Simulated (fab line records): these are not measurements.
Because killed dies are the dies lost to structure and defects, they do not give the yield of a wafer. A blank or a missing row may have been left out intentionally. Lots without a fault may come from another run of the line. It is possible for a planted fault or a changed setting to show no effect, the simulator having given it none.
Matching of chambers :: flow n5Finfet :: N5_HKMG_FIN_DESCUM_17 on rieDiel-01 has 4 sister chambers
The step chemistry O2, time 7.9 s. 4 wafers are shown with their chamber, then 8 later ones without.

EACH WAFER AND ITS CHAMBER
wafer: L086.4
chamber: 0
showerheadPlenumPTorr (Torr): 2.04

wafer: L091.2
chamber: 2
showerheadPlenumPTorr (Torr): 2.03

wafer: L091.4
chamber: 3
showerheadPlenumPTorr (Torr): 2.24

wafer: L094.3
chamber: 1
showerheadPlenumPTorr (Torr): 2.06

WAFERS MISSING THEIR CHAMBER
wafer: L094.4
showerheadPlenumPTorr (Torr): 2.06

wafer: L094.5
showerheadPlenumPTorr (Torr): 2.23

wafer: L095.1
showerheadPlenumPTorr (Torr): 2.03

wafer: L095.3
showerheadPlenumPTorr (Torr): 2.23

wafer: L095.4
showerheadPlenumPTorr (Torr): 2.23

wafer: L096.1
showerheadPlenumPTorr (Torr): 2.06

wafer: L096.3
showerheadPlenumPTorr (Torr): 2.03

wafer: L096.4
showerheadPlenumPTorr (Torr): 2.06

THE CHAMBER EACH PASSED THROUGH
wafer: L094.4
from the rows above: 1
in truth: 1

wafer: L094.5
from the rows above: 3
in truth: 3

wafer: L095.1
from the rows above: can't be placed: 2 or 0
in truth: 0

wafer: L095.3
from the rows above: 3
in truth: 3

wafer: L095.4
from the rows above: 3
in truth: 3

wafer: L096.1
from the rows above: 1
in truth: 1

wafer: L096.3
from the rows above: can't be placed: 2 or 0
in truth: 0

wafer: L096.4
from the rows above: 1
in truth: 1
6 of 8 placed correctly. Not placeable from these rows: 2 (in 2, the candidates include the true chamber). Number placed wrongly: 0.
How it was worked out, from the rows above alone: a wafer's distance from a chamber is the root of the sum, over the readings, of the square of ((its reading less the chamber's mean) divided by the reading's scatter). The wafer belongs to the nearest chamber; if the next one is less than 2 further off, it can't be placed. A chamber's mean is the mean of its shown wafers. The scatter (one wafer shown for each chamber): square how far every hidden wafer sits from the nearest shown wafer, average those squares and take the square root.
